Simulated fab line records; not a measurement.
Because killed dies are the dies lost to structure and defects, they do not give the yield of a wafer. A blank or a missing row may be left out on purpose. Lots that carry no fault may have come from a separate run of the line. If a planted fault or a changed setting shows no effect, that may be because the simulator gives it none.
Split-lot trial    flow n5-finfet    7 lots, 21 wafers read, on a route of 1938 steps

## SPLIT DETAILS
At N5_BEOL_M0_ETCH_109 (etches SiCN in CH3F/O2, target depth 8 nm, overetch 2.4 nm, time 27.4 s), the setting bias-w was moved away from the recipe's 75 W on 7 of the 21 wafers read, by -4.7% to +14.3%. The other wafers ran this setting at the recipe's value.

Reading taken at the split's own step.

## THE READING
rf-vpp-V, in V, at N5_BEOL_M0_ETCH_109 (etches SiCN in CH3F/O2, target depth 8 nm, overetch 2.4 nm, time 27.4 s). Typical for fault-free wafers on this fab line: 297.4 V, with standard deviation 1.4 V.

wafer   tool, chamber at the split  bias-w as run, W  against the recipe  rf-vpp-V, V  against lot-mates on the recipe
L078.2  rie-diel-05, 1              75                recipe              297.4        -
L078.3  rie-diel-05, 2              75                recipe              296.8        -
L078.4  rie-diel-05, 3              75                recipe              299.6        -
L083.4  rie-diel-05, 0              75                recipe              298.1        -
L083.5  rie-diel-05, 3              75                recipe              296.5        -
L083.6  rie-diel-05, 2              75                recipe              297.2        -
L085.2  rie-diel-06, 3              75                recipe              298.2        -
L085.3  rie-diel-06, 2              75                recipe              298.7        -
L085.5  rie-diel-06, 2              85.73             +14.3%              325.9        +27.4
L088.1  rie-diel-06, 3              71.55             -4.6%               289.4        -9.6
L088.2  rie-diel-06, 2              75                recipe              300.2        -
L088.3  rie-diel-06, 0              75                recipe              297.9        -
L089.4  rie-diel-05, 2              75                recipe              295.9        -
L089.5  rie-diel-05, 1              75                recipe              296.0        -
L089.6  rie-diel-05, 0              83.67             +11.6%              319.2        +23.2
L092.2  rie-diel-06, 2              79.03             +5.4%               308.9        +12.9
L092.3  rie-diel-06, 0              79.03             +5.4%               308.6        +12.6
L092.6  rie-diel-06, 0              75                recipe              296.0        -
L095.2  rie-diel-06, 2              71.45             -4.7%               289.8        -8.9
L095.3  rie-diel-06, 3              75                recipe              298.7        -
L095.5  rie-diel-06, 1              71.45             -4.7%               285.1        -13.6

FIT RESULTS
A straight line over all 21 wafers: rf-vpp-V changes by +1.97 V for each +1% of bias-w; r = +0.99; the points scatter about the line by 1.4 V.
The same after taking each lot's own level away (the mean of its wafers on the recipe; 21 wafers): +2.06 V for each +1%; r = +0.99; scatter 1.3 V.
That fit puts the effect of the largest move of bias-w on the reading at 29 V.
Across the lots, their own levels run from 295.95 to 299.05 V, a range of 2.2 times the standard deviation given above.
Hence the lot-to-lot level has little effect on the slope; both slopes agree.
Check: with one of the wafers moved furthest among these (+14.3%) left out of the fit, the line predicts +30.9 V for it against its lot-mates. Against them it came out at +27.4 V.
Tool readings at the split's step, against how far the setting was moved: rf-vpp-V r = +0.99.

## FILE'S OWN FIT
rf-vpp-V changes by +2.02 V for each +1% of bias-w, r = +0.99.
